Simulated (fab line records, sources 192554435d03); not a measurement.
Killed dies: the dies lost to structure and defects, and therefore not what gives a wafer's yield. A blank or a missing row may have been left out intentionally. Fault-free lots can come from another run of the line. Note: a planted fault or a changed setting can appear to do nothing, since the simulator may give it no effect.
fab line records ; flow n5Finfet
record lots=7; wafers=19; lastDay=18
route steps=1938 shown BEOL_M4@1027 PASSIVATION@1936
lots untouched by any fault: they come from a run of this same line in which no faults occurred
startH: hours from the record's opening day to when the first of the lot's shown wafers began ; waitH: how many hours have passed since the lot's step before this one ; " the same as in the row above ; L1.1+2: a row that stands for several wafers ; - either no value or no given start ; * or withheld: withheld ; < > ~ a bound
route shown NAME@n: names a module that has steps shown in the file, with the first one's number in the route ; usual: mean and standard deviation over wafers with no fault ; same: alike in all rows ; chamber/n: place in a boat ; sites: each site's reading ; _std_site: the standard deviation of these ; _edge_site: the outer-site mean with the inner-site mean subtracted ; radiusMm: for every site, how far away it sits from the centre of the wafer ; mask NAME#n: copy n ; behind: the tool/chamber that last shaped the wafer ; hold: cause of the lot's hold/its duration in hours/its outcome ; device: the n, p or np transistor that did not switch ; end of line: the same wafers' tests at the end of the route ; a step without rows: its recipe alone ; killed: at the first sort, the dies lost to defects and structure; wafer yield is something else ; map: dies across one wafer; x = killed, . = not, _ = none there
set.NAME: the run value of the setting; set.NAME@STEP: its run value at that earlier step ; model.NAME: the simulator's own value behind a step, which no gauge read
lots seen at some steps along the route; tables by step, rows by wafer
services: from which hour (startH, from the record's first day; less than 0 if before it) a tool's chamber was out of use, for how many hours, and why
## steps
# step N5_BEOL_M4_COAT_73
# recipe resist=underlayer; tempC=205; timeS=60; spinRpm=1500; resistThkNm=5
# step N5_BEOL_M4_COAT_05
# recipe resist=CAR-EUV; spinRpm=1500; resistThkNm=30
# step N5_BEOL_M4_EBR_07
# recipe solvent=PGMEA; ebrWidthMm=1.5
# step N5_BEOL_M4_SOFTBAKE_06
# recipe tempC=110; timeS=60; resist=CAR-EUV
# step N5_BEOL_M4_EXPOSE_08
# recipe maskId=M4; na=0.33; sourceShape=dipole; sigmaInner=0.369; sigmaOuter=0.767; polarization=unpolarized; doseMj=41.25
# step N5_BEOL_M4_PEB_09
# recipe pebTempC=100; pebTimeS=60; resist=CAR-EUV
# step N5_BEOL_M4_DEVELOP_10
# recipe developTimeS=30; developer=TMAH; resist=CAR-EUV; rinseLiquid=surfactantRinse; dry=airSpin; devTempC=23
# step N5_BEOL_M4_CD_MEAS_11
# recipe targetCdNm=16.79; landingEnergyEv=500; detector=seInlens; polarity=opening
# usual cdNm=16.68/0.26
# same landingEnergyEv=500
lot.wafer;tool;chamber;startH;waitH;cdNm
L876.1;cdSem-01;0;216.83;-;16.97
L876.3;cdSem-01;0;216.83;-;16.81
L876.6;cdSem-01;0;216.83;-;16.52
L882.2;cdSem-01;0;232.30;-;16.95
L882.5;cdSem-01;0;232.30;-;17.00
L882.6;cdSem-01;0;232.30;-;16.66
L883.1;cdSem-02;0;244.44;-;16.70
L883.2;cdSem-02;0;244.44;-;16.89
L883.5;cdSem-02;0;244.44;-;16.88
L885.4;cdSem-01;0;250.32;-;16.61
L885.6;cdSem-01;0;250.32;-;16.28
L890.1;cdSem-01;0;297.32;-;17.17
L890.6;cdSem-01;0;297.32;-;16.90
L891.2;cdSem-02;0;305.01;-;16.52
L891.3;cdSem-02;0;305.01;-;16.80
L891.6;cdSem-02;0;305.01;-;16.44
L892.1;cdSem-02;0;307.95;-;16.87
L892.2;cdSem-02;0;307.95;-;16.84
L892.6;cdSem-02;0;307.95;-;17.00
# step N5_BEOL_M4_OVL_MEAS_12
# recipe pointsPerWafer=522
# usual M4_OVL=0.0/0.75
lot.wafer;tool;chamber;startH;waitH;M4_OVL[nm]
L876.1;overlay-01;0;216.86;0.0;0.5
L876.3;overlay-01;0;216.86;0.0;-0.1
L876.6;overlay-01;0;216.86;0.0;0.0
L882.2;overlay-02;0;232.34;0.0;-0.3
L882.5;overlay-02;0;232.34;0.0;-0.4
L882.6;overlay-02;0;232.34;0.0;-2.0
L883.1;overlay-01;0;244.47;0.0;-2.3
L883.2;overlay-01;0;244.47;0.0;-1.3
L883.5;overlay-01;0;244.47;0.0;-2.3
L885.4;overlay-02;0;250.36;0.0;0.5
L885.6;overlay-02;0;250.36;0.0;0.2
L890.1;overlay-01;0;297.35;0.0;-0.1
L890.6;overlay-01;0;297.35;0.0;0.2
L891.2;overlay-02;0;305.05;0.0;-0.3
L891.3;overlay-02;0;305.05;0.0;-0.2
L891.6;overlay-02;0;305.05;0.0;0.6
L892.1;overlay-02;0;307.98;0.0;-0.8
L892.2;overlay-02;0;307.98;0.0;-0.3
L892.6;overlay-02;0;307.98;0.0;-0.4
# step N5_BEOL_M4_INSPECT_13
# recipe mode=adi; inspectInstrument=brightfield
# usual rawDefectCount=446/94
lot.wafer;tool;chamber;startH;waitH;rawDefectCount
L876.1;defectInspect-01;-;216.92;0.1;410
L876.3;defectInspect-01;-;216.92;0.1;519
L876.6;defectInspect-01;-;216.92;0.1;414
L882.2;defectInspect-01;-;232.39;0.0;534
L882.5;defectInspect-01;-;232.39;0.0;435
L882.6;defectInspect-01;-;232.39;0.0;486
L883.1;defectInspect-02;-;244.53;0.1;537
L883.2;defectInspect-02;-;244.53;0.1;366
L883.5;defectInspect-02;-;244.53;0.1;616
L885.4;defectInspect-01;-;250.40;0.0;504
L885.6;defectInspect-01;-;250.40;0.0;566
L890.1;defectInspect-02;-;297.41;0.1;529
L890.6;defectInspect-02;-;297.41;0.1;528
L891.2;defectInspect-02;-;305.10;0.0;502
L891.3;defectInspect-02;-;305.10;0.0;567
L891.6;defectInspect-02;-;305.10;0.0;678
L892.1;defectInspect-01;-;308.04;0.1;303
L892.2;defectInspect-01;-;308.04;0.1;531
L892.6;defectInspect-01;-;308.04;0.1;433
# step N5_BEOL_M4_DESCUM_16
# recipe chemistry=O2; timeS=7; sourcePowerW=50; biasPowerW=20; pressureMtorr=20; rfFrequencyHz=2.712e+07; tempC=40; resist=CAR-EUV; o2FlowSccm=225
# usual drypumpMotorCurrentA=5.50/0.29; oesProductAu=0.80/0.083; rfFwdPowerW=49.29/0.3; rfVppV=242.8/1.3; showerheadPlenumPTorr=2.07/0.073; throttleValvePct=20.49/0.28
lot.wafer;tool;chamber;startH;waitH;drypumpMotorCurrentA;oesProductAu;rfFwdPowerW;rfHoursCounterH;rfVppV;showerheadPlenumPTorr;throttleValvePct
L876.1;rieDiel-01;0;216.96;0.0;5.44;0.95;49.52;12;243.5;2.07;20.36
L876.3;rieDiel-01;2;216.96;0.0;5.97;0.83;49.33;94;243.5;2.13;20.75
L876.6;rieDiel-01;2;216.96;0.0;5.94;0.83;49.20;-;244.2;2.13;20.75
L882.2;rieDiel-02;3;232.42;0.0;5.39;0.74;48.83;176;242.9;2.03;20.99
L882.5;rieDiel-02;0;232.42;0.0;5.46;0.69;49.54;-;240.9;1.99;20.54
L882.6;rieDiel-02;3;232.42;0.0;5.41;0.74;48.94;-;242.8;2.03;21.00
L883.1;rieDiel-02;0;244.57;0.0;5.48;0.68;49.53;221;240.6;1.99;20.55
L883.2;rieDiel-02;1;244.57;0.0;4.92;0.94;48.69;17;241.0;2.05;20.09
L883.5;rieDiel-02;2;244.57;0.0;5.81;0.90;49.57;-;244.1;2.13;20.16
L885.4;rieDiel-02;1;250.44;0.0;4.93;0.94;49.14;19;243.0;2.04;20.10
L885.6;rieDiel-02;2;250.44;0.0;5.80;0.89;49.64;-;244.6;2.13;20.15
L890.1;rieDiel-03;3;297.48;0.1;5.78;0.83;49.84;70;243.6;2.05;20.55
L890.6;rieDiel-03;0;297.48;0.1;5.58;0.75;49.27;-;245.2;2.19;20.87
L891.2;rieDiel-03;2;305.15;0.1;5.56;0.72;49.44;229;240.6;1.87;20.55
L891.3;rieDiel-03;1;305.15;0.1;5.68;0.72;49.70;170;241.0;1.99;20.58
L891.6;rieDiel-03;3;305.15;0.1;5.74;0.82;49.66;-;242.4;2.05;20.54
L892.1;rieDiel-02;0;308.08;0.0;5.44;0.67;49.67;243;241.2;1.98;20.58
L892.2;rieDiel-02;2;308.08;0.0;5.79;0.87;49.25;47;242.0;2.13;20.20
L892.6;rieDiel-02;1;308.08;0.0;4.92;0.90;48.90;-;242.7;2.04;20.12
# step N5_BEOL_M4_ETCH_74
# recipe chemistry=N2/H2; target=underlayer; targetDepthA=65; maskMaterial=CAR-EUV; timeS=5.2; ionEnergyEv=200; pressureMtorr=30; sourceW=840; biasW=150; n2FlowSccm=200; h2FlowSccm=200; ends=cleared
# usual biasW=150.1/0.52; drypumpMotorCurrentA=5.50/0.3; etchRfOnTimeS=5.08/0.13; oesProductAu=0.69/0.074; rfFwdPowerW=819.3/2.4; rfVppV=523.0/2.7; showerheadPlenumPTorr=2.51/0.09; throttleValvePct=17.86/0.26
lot.wafer;tool;chamber;startH;waitH;biasW;drypumpMotorCurrentA;etchRfOnTimeS;oesProductAu;rfFwdPowerW;rfHoursCounterH;rfVppV;showerheadPlenumPTorr;throttleValvePct
L876.1;rieDiel-01;0;216.99;0.0;150.0;5.40;4.96;0.83;817.0;12;521.8;2.49;17.54
L876.3;rieDiel-01;2;216.99;0.0;149.6;5.95;5.10;0.70;818.5;94;525.5;2.57;18.08
L876.6;rieDiel-01;2;216.99;0.0;149.3;5.93;5.11;0.70;821.5;-;522.7;2.57;18.09
L882.2;rieDiel-02;3;232.46;0.0;149.8;5.39;5.41;0.61;817.0;176;521.0;2.42;18.28
L882.5;rieDiel-02;0;232.46;0.0;150.5;5.48;5.12;0.58;821.1;-;520.5;2.41;17.95
L882.6;rieDiel-02;3;232.46;0.0;149.9;5.37;5.40;0.61;817.8;-;521.6;2.42;18.28
L883.1;rieDiel-02;0;244.60;0.0;149.4;5.49;5.05;0.59;818.5;221;520.7;2.41;17.96
L883.2;rieDiel-02;1;244.60;0.0;148.7;4.92;4.97;0.81;811.7;17;521.9;2.48;17.48
L883.5;rieDiel-02;2;244.60;0.0;150.2;5.79;5.19;0.76;819.9;-;526.0;2.59;17.58
L885.4;rieDiel-02;1;250.47;0.0;150.3;4.93;5.04;0.80;817.3;19;521.7;2.48;17.46
L885.6;rieDiel-02;2;250.47;0.0;150.4;5.77;5.17;0.76;824.3;-;526.1;2.59;17.57
L890.1;rieDiel-03;3;297.51;0.0;150.6;5.82;4.96;0.72;817.2;70;522.5;2.47;17.72
L890.6;rieDiel-03;0;297.51;0.0;149.9;5.59;5.03;0.65;817.5;-;526.4;2.66;18.26
L891.2;rieDiel-03;2;305.19;0.0;150.0;5.58;5.14;0.59;816.7;229;514.8;2.29;17.96
L891.3;rieDiel-03;1;305.19;0.0;150.3;5.71;5.06;0.63;816.7;170;522.4;2.41;17.97
L891.6;rieDiel-03;3;305.19;0.0;149.1;5.79;4.97;0.71;825.0;-;521.6;2.47;17.76
L892.1;rieDiel-02;0;308.11;0.0;150.2;5.47;5.13;0.58;819.8;243;519.2;2.40;18.01
L892.2;rieDiel-02;2;308.11;0.0;149.7;5.83;5.23;0.72;819.9;47;524.2;2.58;17.61
L892.6;rieDiel-02;1;308.11;0.0;149.9;4.92;5.02;0.78;821.6;-;523.1;2.47;17.47
# step N5_BEOL_M4_ETCH_63
# recipe chemistry=CF4; target=SiARC; targetDepthA=156; maskMaterial=CAR-EUV; timeS=26; ionEnergyEv=80; pressureMtorr=40; sourceW=545; biasW=36; Ar_flow_sccm=100; cf4FlowSccm=100; ends=cleared
# usual biasW=36.01/0.11; drypumpMotorCurrentA=5.49/0.29; etchRfOnTimeS=25.5/0.64; oesProductAu=0.69/0.074; rfFwdPowerW=532.2/2.3; rfVppV=183.6/1.2; showerheadPlenumPTorr=2.12/0.069; throttleValvePct=15.63/0.24
lot.wafer;tool;chamber;startH;waitH;biasW;drypumpMotorCurrentA;etchRfOnTimeS;oesProductAu;rfFwdPowerW;rfHoursCounterH;rfVppV;showerheadPlenumPTorr;throttleValvePct
L876.1;rieDiel-01;0;217.01;0.0;36.00;5.45;24.8;0.83;530.9;12;184.4;2.10;15.30
L876.3;rieDiel-01;2;217.01;0.0;36.06;5.92;24.8;0.71;532.4;94;184.6;2.15;15.79
L876.6;rieDiel-01;2;217.01;0.0;36.11;5.94;25.1;0.70;531.2;-;183.6;2.15;15.81
L882.2;rieDiel-02;3;232.47;0.0;35.84;5.41;31.1;0.57;529.9;176;182.4;2.05;15.96
L882.5;rieDiel-02;0;232.47;0.0;36.00;5.47;25.5;0.59;534.8;-;182.2;2.04;15.74
L882.6;rieDiel-02;3;232.47;0.0;35.81;5.41;31.2;0.57;530.6;-;183.7;2.05;15.95
L883.1;rieDiel-02;0;244.62;0.0;35.95;5.42;25.7;0.59;533.7;221;181.5;2.04;15.73
L883.2;rieDiel-02;1;244.62;0.0;35.84;4.91;29.3;0.75;529.7;17;183.2;2.12;15.38
L883.5;rieDiel-02;2;244.62;0.0;35.85;5.79;25.9;0.77;537.2;-;184.6;2.19;15.34
L885.4;rieDiel-02;1;250.49;0.0;36.00;4.91;25.2;0.81;528.8;19;185.1;2.12;15.37
L885.6;rieDiel-02;2;250.49;0.0;36.13;5.77;29.6;0.71;537.6;-;184.8;2.19;15.35
L890.1;rieDiel-03;3;297.53;0.0;35.97;5.74;25.3;0.72;536.5;70;183.0;2.09;15.60
L890.6;rieDiel-03;0;297.53;0.0;36.07;5.61;25.5;0.65;529.7;-;185.7;2.24;16.03
L891.2;rieDiel-03;2;305.21;0.0;35.99;5.56;25.7;0.61;530.5;229;181.4;1.95;15.95
L891.3;rieDiel-03;1;305.21;0.0;35.89;5.69;25.6;0.64;536.1;170;184.1;2.04;15.78
L891.6;rieDiel-03;3;305.21;0.0;36.01;5.76;25.1;0.72;534.2;-;182.6;2.09;15.62
L892.1;rieDiel-02;0;308.13;0.0;36.06;5.46;25.4;0.58;535.4;243;182.0;2.03;15.77
L892.2;rieDiel-02;2;308.13;0.0;35.87;5.78;25.6;0.74;536.1;47;184.3;2.18;15.37
L892.6;rieDiel-02;1;308.13;0.0;35.82;4.92;25.0;0.79;533.5;-;184.3;2.11;15.43
# step N5_BEOL_M4_ETCH_64
# recipe chemistry=N2/H2; target=SOC; targetDepthA=750; overetchA=225; maskMaterial=SiARC; tempC=40; timeS=121.9; ionEnergyEv=200; pressureMtorr=30; sourceW=840; biasW=150; n2FlowSccm=200; h2FlowSccm=200
# usual biasW=150.0/0.39; drypumpMotorCurrentA=5.50/0.29; oesProductAu=0.61/0.061; rfFwdPowerW=836.4/2.8; rfVppV=522.8/2.5; showerheadPlenumPTorr=2.51/0.09; throttleValvePct=17.82/0.26
lot.wafer;tool;chamber;startH;waitH;biasW;drypumpMotorCurrentA;oesProductAu;rfFwdPowerW;rfHoursCounterH;rfVppV;showerheadPlenumPTorr;throttleValvePct
L876.1;rieDiel-01;0;217.04;0.0;150.7;5.51;0.72;837.6;12;523.4;2.49;17.49
L876.3;rieDiel-01;2;217.04;0.0;149.7;5.98;0.62;835.9;94;525.1;2.57;18.03
L876.6;rieDiel-01;2;217.04;0.0;150.3;5.94;0.62;835.3;-;525.3;2.57;18.01
L882.2;rieDiel-02;3;232.50;0.0;150.2;5.41;0.56;839.1;176;520.9;2.42;18.22
L882.5;rieDiel-02;0;232.50;0.0;150.3;5.45;0.52;834.8;-;520.2;2.41;17.90
L882.6;rieDiel-02;3;232.50;0.0;150.3;5.41;0.56;833.0;-;520.1;2.42;18.25
L883.1;rieDiel-02;0;244.65;0.0;150.4;5.45;0.52;836.1;221;521.3;2.41;17.91
L883.2;rieDiel-02;1;244.65;0.0;149.5;4.93;0.71;832.7;17;521.6;2.48;17.39
L883.5;rieDiel-02;2;244.65;0.0;149.6;5.79;0.67;838.0;-;525.8;2.59;17.54
L885.4;rieDiel-02;1;250.52;0.0;150.1;4.93;0.70;834.5;19;522.8;2.48;17.40
L885.6;rieDiel-02;2;250.52;0.0;149.9;5.81;0.67;841.0;-;524.6;2.59;17.54
L890.1;rieDiel-03;3;297.56;0.0;149.9;5.79;0.63;837.2;70;520.4;2.47;17.68
L890.6;rieDiel-03;0;297.56;0.0;150.2;5.55;0.57;843.2;-;526.6;2.66;18.24
L891.2;rieDiel-03;2;305.23;0.0;149.9;5.59;0.54;837.9;229;517.5;2.29;17.88
L891.3;rieDiel-03;1;305.23;0.0;149.9;5.71;0.56;835.0;170;520.8;2.41;17.92
L891.6;rieDiel-03;3;305.23;0.0;149.5;5.77;0.62;840.4;-;522.6;2.47;17.68
L892.1;rieDiel-02;0;308.15;0.0;150.2;5.46;0.51;833.5;243;519.3;2.40;17.96
L892.2;rieDiel-02;1;308.15;0.0;149.8;4.92;0.68;834.5;39;520.8;2.47;17.45
L892.6;rieDiel-02;1;308.15;0.0;149.7;4.93;0.68;833.2;-;522.8;2.47;17.44
# step N5_BEOL_M4_RC_MEAS_101
# usual DIBL_N=36.2/1.5; DIBL_P=36.4/2.1; IOFF_N=0.16/0.031; IOFF_P=0.21/0.037; ION_N=679/11; ION_P=465/7.7; SS_N=71.4/0.55; SS_P=73.2/0.63; VT_N=249/3.3; VT_P=-250/3.4
lot.wafer;tool;chamber;startH;waitH;DIBL_N[mV/V];DIBL_P[mV/V];IOFF_N[nA/um];IOFF_P[nA/um];ION_N[uA/um];ION_P[uA/um];SS_N[mV/dec];SS_P[mV/dec];VT_N[mV];VT_P[mV]
L876.1;prober-02;0;224.29;0.0;37.7;39.6;0.19;0.20;684;457;72.5;74.1;248;-254
L876.3;prober-02;0;224.29;0.0;35.8;38.1;0.16;0.19;686;464;72.0;74.0;248;-254
L876.6;prober-02;0;224.29;0.0;37.2;38.9;0.17;0.20;671;457;71.6;73.9;253;-253
L882.2;prober-01;0;253.63;0.2;37.3;36.5;0.17;0.23;677;458;71.5;72.9;248;-249
L882.5;prober-01;0;253.63;0.2;38.0;36.3;0.21;0.23;686;456;71.6;73.9;248;-248
L882.6;prober-01;0;253.63;0.2;38.7;38.2;0.23;0.25;705;473;72.4;73.7;241;-250
L883.1;prober-01;0;254.50;0.0;36.5;35.9;0.16;0.23;687;473;71.6;73.4;248;-248
L883.2;prober-01;0;254.50;0.0;32.8;31.1;0.11;0.16;670;468;71.1;72.0;258;-253
L883.5;prober-01;0;254.50;0.0;35.7;34.6;0.15;0.21;668;468;71.6;72.6;249;-250
L885.4;prober-01;0;265.28;0.5;40.8;42.2;0.29;0.38;700;481;72.7;74.6;241;-243
L885.6;prober-01;0;265.28;0.5;38.3;39.6;0.24;0.32;707;488;71.5;74.1;240;-242
L890.1;prober-01;0;307.93;0.0;37.4;37.0;0.17;0.22;688;467;72.1;73.5;249;-249
L890.6;prober-01;0;307.93;0.0;38.5;38.8;0.21;0.26;697;472;71.8;73.5;245;-246
L891.2;prober-01;0;315.60;0.2;36.2;36.6;0.15;0.21;666;462;71.0;73.0;251;-248
L891.3;prober-01;0;315.60;0.2;34.8;35.7;0.13;0.19;672;464;71.1;72.4;250;-248
L891.6;prober-01;0;315.60;0.2;37.4;39.2;0.19;0.25;690;466;71.5;73.7;246;-248
L892.1;prober-02;0;316.20;0.2;38.6;38.5;0.22;0.25;689;462;71.9;74.4;245;-247
L892.2;prober-02;0;316.20;0.2;39.5;39.8;0.25;0.30;704;477;72.4;74.3;242;-244
L892.6;prober-02;0;316.20;0.2;34.8;35.7;0.16;0.21;691;468;70.5;73.9;249;-249
# step N5_PASSIVATION_PROBE_49
# usual defectLimitedYield=91.3/1.3; killed_at_M0_to_M3=36/12; killed_at_M4_up=13/4.6; killedAtContacts=13/5.4; killedAtFrontEnd=37/10; killedAtOther=3.6/2.9; killedDies=102/15; killedOpen=67/12; killedShort=33/7.5; sort_bin_4_leakage=0.00/0.023; sort_bin_5_function=5.1/0.93; sort_bin_6_memory=3.2/0.62; sort_bin_8_speed=0.00/0.01; sortNPass=1078/15; sortYieldPct=91.3/1.3
# same grossDies=1180; killedAtBackSide=0
lot.wafer;tool;chamber;startH;waitH;defectLimitedYield[%];killed_at_M0_to_M3;killed_at_M4_up;killedAtContacts;killedAtFrontEnd;killedAtOther;killedDies;killedOpen;killedShort;sort_bin_4_leakage[%];sort_bin_5_function[%];sort_bin_6_memory[%];sort_bin_8_speed[%];sortNPass;sortYieldPct[%]
L876.1;prober-01;-;329.17;0.2;91.5;35;12;25;24;4;100;65;29;0;5.4;2.5;0;1080;91.5
L876.3;prober-01;-;329.27;0.3;90.3;38;23;15;23;15;114;74;36;0;5.9;3.2;0;1066;90.3
L876.6;prober-01;-;329.42;0.4;90.4;58;12;3;38;2;113;67;42;0;5.6;3.3;0;1067;90.4
L883.1;prober-01;-;356.13;0.0;93.2;20;15;14;30;1;80;55;24;0;4.7;2.0;0;1100;93.2
L883.2;prober-01;-;356.18;0.1;92.3;38;13;14;21;5;91;57;32;0;4.3;3.1;0;1089;92.3
L883.5;prober-01;-;356.33;0.2;92.9;32;14;13;25;0;84;52;29;0;4.2;2.8;0;1096;92.9
L882.2;prober-02;-;360.50;0.1;90.2;43;12;8;46;7;116;84;31;0;6.4;3.2;0;1064;90.2
L882.5;prober-02;-;360.65;0.2;90.8;39;9;11;44;6;109;68;40;0;5.7;3.3;0;1071;90.8
L882.6;prober-02;-;360.70;0.3;89.7;38;25;4;48;6;121;80;41;0.08;5.5;4.3;0;1058;89.7
L885.4;prober-02;-;372.73;0.2;90.4;43;16;15;38;1;113;79;34;0.25;5.6;3.8;0;1064;90.2
L885.6;prober-02;-;372.83;0.3;91.4;45;8;17;32;0;102;73;27;0;4.6;3.7;0;1078;91.4
L890.1;prober-01;-;414.10;0.0;91.2;38;4;11;46;5;104;72;30;0;5.3;3.0;0;1076;91.2
L890.6;prober-01;-;414.35;0.3;91.9;27;12;14;41;2;96;53;38;0;4.9;2.7;0;1084;91.9
L891.2;prober-01;-;424.15;0.1;90.4;60;8;12;30;3;113;77;34;0;6.0;3.6;0;1067;90.4
L891.3;prober-01;-;424.20;0.1;85.8;94;19;14;40;1;168;109;57;0;7.8;6.1;0;1012;85.8
L891.6;prober-01;-;424.35;0.3;90.1;37;17;6;53;4;117;75;42;0;6.4;2.9;0;1063;90.1
L892.1;prober-02;-;424.30;0.0;91.2;32;22;15;31;4;104;72;31;0;5.3;3.2;0.08;1076;91.2
L892.2;prober-02;-;424.35;0.1;92.1;39;15;13;24;2;93;69;23;0;4.5;3.1;0;1087;92.1
L892.6;prober-02;-;424.55;0.3;91.1;41;17;15;25;7;105;70;35;0;5.7;3.1;0;1075;91.1
# killed by level:class
L876.1 MOL_CONTACT_COAG:geometricParticle:open=21 BEOL_M0_SAQP:geometricParticle:open=12 BEOL_M0_SAQP:geometricParticle:short=6 MOL_CONTACT_COAG:geometricParticle:short=4 BEOL_M8:geometricParticle:open=4 HKMG_FIN:areaEtch=4 FIN_SAQP:geometricParticle:open=3 DUMMY_GATE:geometricParticle:open=3
L876.3 MOL_CONTACT_COAG:geometricParticle:open=13 BEOL_M4:geometricParticle:open=12 BEOL_M2:geometricParticle:short=9 PAD_METAL:geometricParticle:open=9 BEOL_M0_SAQP:geometricParticle:open=8 BEOL_M0_SAQP:geometricParticle:short=8 FIN_SAQP:geometricParticle:open=6 STI_FIN_REVEAL:geometricParticle:open=5
L876.6 BEOL_M0_SAQP:geometricParticle:open=15 BEOL_M2:geometricParticle:open=9 BEOL_M2:geometricParticle:short=9 BEOL_M0_SAQP:geometricParticle:short=8 FIN_SAQP:geometricParticle:open=7 BEOL_M1:geometricParticle:short=7 BEOL_M4:geometricParticle:open=7 FIN_SAQP:geometricParticle:short=5
L883.1 MOL_CONTACT_COAG:geometricParticle:open=11 STI_FIN_REVEAL:geometricParticle:open=10 BEOL_M2:geometricParticle:open=10 FIN_SAQP:geometricParticle:short=8 BEOL_M8:geometricParticle:open=6 MOL_CONTACT_COAG:geometricParticle:short=3 STARTING-WAFER:geometricParticle:open=3 STARTING-WAFER:geometricParticle:short=3
L883.2 MOL_CONTACT_COAG:geometricParticle:open=11 BEOL_M0_SAQP:geometricParticle:open=8 BEOL_M0_SAQP:geometricParticle:short=8 BEOL_M2:geometricParticle:open=8 FIN_SAQP:geometricParticle:short=7 BEOL_M1:geometricParticle:open=5 BEOL_M4:geometricParticle:open=5 BEOL_M3:geometricParticle:open=4
L883.5 FIN_SAQP:geometricParticle:short=10 MOL_CONTACT_COAG:geometricParticle:open=10 BEOL_M0_SAQP:geometricParticle:short=9 BEOL_M0_SAQP:geometricParticle:open=8 BEOL_M2:geometricParticle:open=7 BEOL_M0:geometricParticle:open=4 BEOL_M8:geometricParticle:open=4 FIN_SAQP:geometricParticle:open=3
L882.2 BEOL_M3:geometricParticle:open=16 FIN_SAQP:geometricParticle:open=14 STI_FIN_REVEAL:geometricParticle:open=10 FIN_SAQP:geometricParticle:short=9 BEOL_M0_SAQP:geometricParticle:open=9 MOL_CONTACT_COAG:geometricParticle:open=7 BEOL_M2:geometricParticle:open=5 BEOL_M0_SAQP:geometricParticle:short=5
L882.5 STI_FIN_REVEAL:geometricParticle:open=19 BEOL_M0_SAQP:geometricParticle:open=11 BEOL_M0_SAQP:geometricParticle:short=10 FIN_SAQP:geometricParticle:open=9 MOL_CONTACT_COAG:geometricParticle:open=8 BEOL_M3:geometricParticle:open=8 FIN_SAQP:geometricParticle:short=7 BEOL_M2:geometricParticle:open=3
L882.6 BEOL_M3:geometricParticle:open=13 FIN_SAQP:geometricParticle:open=12 BEOL_M4:geometricParticle:open=10 BEOL_M0_SAQP:geometricParticle:short=9 FIN_SAQP:geometricParticle:short=8 DUMMY_GATE:geometricParticle:open=6 BEOL_M1:geometricParticle:open=6 STI_FIN_REVEAL:geometricParticle:open=5
L885.4 MOL_CONTACT_COAG:geometricParticle:open=15 FIN_SAQP:geometricParticle:open=11 BEOL_M0_SAQP:geometricParticle:short=10 BEOL_M0_SAQP:geometricParticle:open=8 BEOL_M3:geometricParticle:open=8 FIN_SAQP:geometricParticle:short=7 STI_FIN_REVEAL:geometricParticle:open=6 BEOL_M2:geometricParticle:open=6
L885.6 MOL_CONTACT_COAG:geometricParticle:open=14 STI_FIN_REVEAL:geometricParticle:open=11 BEOL_M2:geometricParticle:open=10 BEOL_M0_SAQP:geometricParticle:short=8 BEOL_M0_SAQP:geometricParticle:open=8 BEOL_M3:geometricParticle:open=7 BEOL_M1:geometricParticle:open=5 GATE_CUT:geometricParticle:open=4
L890.1 FIN_SAQP:geometricParticle:open=15 BEOL_M2:geometricParticle:open=12 MOL_CONTACT_COAG:geometricParticle:open=11 FIN_SAQP:geometricParticle:short=7 GATE_CUT:geometricParticle:short=6 BEOL_M0:geometricParticle:short=5 BEOL_M0_SAQP:geometricParticle:open=5 BEOL_M3:geometricParticle:open=5
L890.6 FIN_SAQP:geometricParticle:short=11 MOL_CONTACT_COAG:geometricParticle:open=11 BEOL_M2:geometricParticle:open=7 FIN_SAQP:geometricParticle:open=6 BEOL_M0_SAQP:geometricParticle:open=6 BEOL_M0_SAQP:geometricParticle:short=6 ILD0:geometricParticle:short=4 GATE_CUT:geometricParticle:short=4
L891.2 BEOL_M3:geometricParticle:open=18 BEOL_M2:geometricParticle:open=11 BEOL_M1:geometricParticle:open=8 BEOL_M3:geometricParticle:short=8 FIN_SAQP:geometricParticle:open=7 MOL_CONTACT_COAG:geometricParticle:open=7 GATE_CUT:geometricParticle:short=6 MOL_CONTACT_COAG:geometricParticle:short=5
L891.3 BEOL_M3:geometricParticle:open=24 BEOL_M0_SAQP:geometricParticle:open=16 BEOL_M2:geometricParticle:open=15 BEOL_M0_SAQP:geometricParticle:short=14 FIN_SAQP:geometricParticle:open=13 MOL_CONTACT_COAG:geometricParticle:open=11 FIN_SAQP:geometricParticle:short=9 BEOL_M1:geometricParticle:open=9
L892.1 FIN_SAQP:geometricParticle:open=14 MOL_CONTACT_COAG:geometricParticle:open=12 BEOL_M0_SAQP:geometricParticle:short=10 BEOL_M4:geometricParticle:open=7 BEOL_M2:geometricParticle:open=5 STI_FIN_REVEAL:geometricParticle:open=4 BEOL_M0_SAQP:geometricParticle:open=4 BEOL_M3:geometricParticle:open=4
L891.6 BEOL_M3:geometricParticle:open=14 GATE_CUT:geometricParticle:short=12 FIN_SAQP:geometricParticle:open=10 BEOL_M2:geometricParticle:open=7 STARTING-WAFER:geometricParticle:open=6 FIN_SAQP:geometricParticle:short=5 STI_FIN_REVEAL:geometricParticle:open=5 GATE_CUT:geometricParticle:open=5
L892.2 MOL_CONTACT_COAG:geometricParticle:open=10 BEOL_M4:geometricParticle:open=8 BEOL_M2:geometricParticle:open=8 BEOL_M0_SAQP:geometricParticle:short=7 BEOL_M0_SAQP:geometricParticle:open=7 BEOL_M1:geometricParticle:open=7 STI_FIN_REVEAL:geometricParticle:open=6 FIN_SAQP:geometricParticle:open=5
L892.6 MOL_CONTACT_COAG:geometricParticle:open=14 BEOL_M0_SAQP:geometricParticle:short=12 BEOL_M0_SAQP:geometricParticle:open=9 DUMMY_GATE:geometricParticle:open=7 BEOL_M4:geometricParticle:open=7 BEOL_M2:geometricParticle:open=6 FIN_SAQP:geometricParticle:open=4 BEOL_M0:geometricParticle:short=4
## services
tool;chamber;startH;hours;kind
rieDiel-03;3;201.09;8.5;repair
rieDiel-01;1;205.35;2.7;repair
rieDiel-01;3;237.65;3.0;repair
rieDiel-01;2;253.64;4.9;repair
## key
firstSign step=N5_BEOL_M4_ETCH_63; reading=etchRfOnTimeS; direction=up; sigmas=7.6; usual=*; struck=*
effect none on later readings
metAt N5_BEOL_M4_ETCH_63
struckWafers L882.2,L882.6,L883.2,L885.6
fault kind=processParameterDrift; tool=rieDiel-02; chamber=-; onsetH=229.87; steps=N5_BEOL_M4_ETCH_63; channel=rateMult; offset=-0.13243; shape=step; endH=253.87; scope=struckWafersOnly
